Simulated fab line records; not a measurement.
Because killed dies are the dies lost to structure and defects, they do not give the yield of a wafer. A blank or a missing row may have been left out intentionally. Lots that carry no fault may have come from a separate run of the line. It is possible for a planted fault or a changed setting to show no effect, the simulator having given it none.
Chamber matching | flow n5Finfet | N5_BEOL_M7_STRIP_19 on rieDiel-03: 4 sister chambers
The step strips in O2. 4 wafers are shown with their chamber, then 10 later ones without.

## WAFERS WITH THEIR CHAMBER
wafer  | chamber | showerheadPlenumPTorr (Torr)
L079.4 | 2       | 2.09
L083.5 | 0       | 2.07
L087.1 | 1       | 1.92
L087.5 | 3       | 2.07

## WAFERS WITHOUT THEIR CHAMBER
wafer  | showerheadPlenumPTorr (Torr)
L087.6 | 2.08
L091.3 | 2.08
L091.4 | 1.91
L091.5 | 2.08
L093.3 | 2.06
L093.5 | 2.06
L093.6 | 1.91
L096.1 | 1.91
L096.2 | 2.06
L096.3 | 2.06

## WHICH CHAMBER EACH WENT THROUGH
wafer  | from the rows above          | in truth
L087.6 | can't be placed: 2 or 0 or 3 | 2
L091.3 | can't be placed: 2 or 0 or 3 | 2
L091.4 | 1                            | 1
L091.5 | can't be placed: 2 or 0 or 3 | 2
L093.3 | can't be placed: 0 or 3      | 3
L093.5 | can't be placed: 0 or 3      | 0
L093.6 | 1                            | 1
L096.1 | 1                            | 1
L096.2 | can't be placed: 0 or 3      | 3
L096.3 | can't be placed: 0 or 3      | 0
Correct placement for 3 of the 10. From these rows, 7 cannot be placed; in 7 the true chamber is one of the candidates. 0 placed wrongly.
How it was worked out, from the rows above alone: a wafer's distance from a chamber is the root of the sum, over the readings, of the square of ((its reading less the chamber's mean) divided by the reading's scatter). If the next closest chamber is less than 2 further off than the closest, the wafer can't be placed; otherwise it belongs to the closest. For every chamber, the mean is computed from those of its wafers that are shown. The scatter (one wafer shown for each chamber): square how far every hidden wafer sits from the nearest shown wafer, average those squares and take the square root.
